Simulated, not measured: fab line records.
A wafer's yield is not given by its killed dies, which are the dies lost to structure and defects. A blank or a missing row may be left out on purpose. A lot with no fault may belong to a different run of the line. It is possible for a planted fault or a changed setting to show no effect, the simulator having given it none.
Problem report in the 8D (eight disciplines) form, filled by code | flow n5Finfet | the parts of the form that need people (team, actions taken, sign-off) are left out

1. THE ISSUE
etchRfOnTimeS at N5_MOL_CONTACT_COAG_ETCH_65 reads a mean of 7.16 s on 4 wafers of 3 lots; wafers without a fault read 10.51 s with a standard deviation of 0.21. That puts it -16 standard deviations away from the usual mean.
The step: etches underlayer in N2/H2, target depth 13 nm, time 10.4 s.
Earliest sighting: wafer L679.3 on rieDiel-03 at day 6 12:09. At this step, 27 wafers from 10 lots have a number in the record. The rule behind "out" and "out of limits": a value lying over 4 standard deviations away from the usual mean. The other wafers with a number count as sound.

2. WHAT IT IS, AND WHAT IT ISN'T
question                    | is                             | is not
which readings at this step | etchRfOnTimeS                  | rfVppV, showerheadPlenumPTorr, throttleValvePct
which lots                  | L679, L684, L686               | L675, L677, L691, L694, L695, L697, L698
which wafers of those lots  | L679.3, L684.3, L684.6, L686.3 | L679.4, L686.4
read on which tools         | rieDiel-03                     | rieDiel-01, rieDiel-06
when                        | from day 6 12:09               | up to then (7 sound wafers); but 16 sound wafers of L686, L691, L694, L695, L697, L698 came after

3. SUSPECTS, AND WHAT RULES EACH OUT
Counting: if a tool at a process step up to the reading ran every lot that is out, it stays a suspect. Sound lots after the first of them don't rule it out here, since some wafers of a struck lot are sound.
- rieDiel-03 at N5_MOL_CONTACT_COAG_ETCH_65 (etches underlayer in N2/H2, target depth 13 nm, time 10.4 s): kept. Ran every lot that is out, first one L679 (day 6 12:09); last sound lot up to then L677 (day 5 21:01). Its own etchRfOnTimeS readings are out on those wafers.
Remaining after the count: rieDiel-03 at N5_MOL_CONTACT_COAG_ETCH_65.

4. THE CAUSE (what the simulator had put in)
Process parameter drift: rieDiel-03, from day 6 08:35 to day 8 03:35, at N5_MOL_CONTACT_COAG_ETCH_65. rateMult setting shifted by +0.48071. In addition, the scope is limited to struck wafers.
Only this tool survived the counting.

5. THE CHAIN OF EFFECTS, in route order
Rows list readings where the struck wafers' mean (over those with a number) sits beyond 3 standard deviations from the usual. Scope: only readings with a usual standard deviation given in the record; hours: median across lots of the time from each lot's start at the first step in this table that gives one to its start at this step; sigmas: change in usual standard deviations.
hours | step                        | reading       | usual   | on struck wafers | change | sigmas
0     | N5_MOL_CONTACT_COAG_ETCH_65 | etchRfOnTimeS | 10.51 s | 7.16             | -3.35  | -16
Process steps it contains:
- N5_MOL_CONTACT_COAG_ETCH_65: etches underlayer in N2/H2, target depth 13 nm, time 10.4 s.
At these later measuring or inspecting steps, every struck wafer for which the step has a row has a number for every such reading, and none has moved that far: N5_BEOL_M4_RC_MEAS_101.

6. WHAT WOULD HAVE CAUGHT IT SOONER
First out-of-limits reading in this record: day 6 12:09, which is 4 hours after fault onset at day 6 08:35.
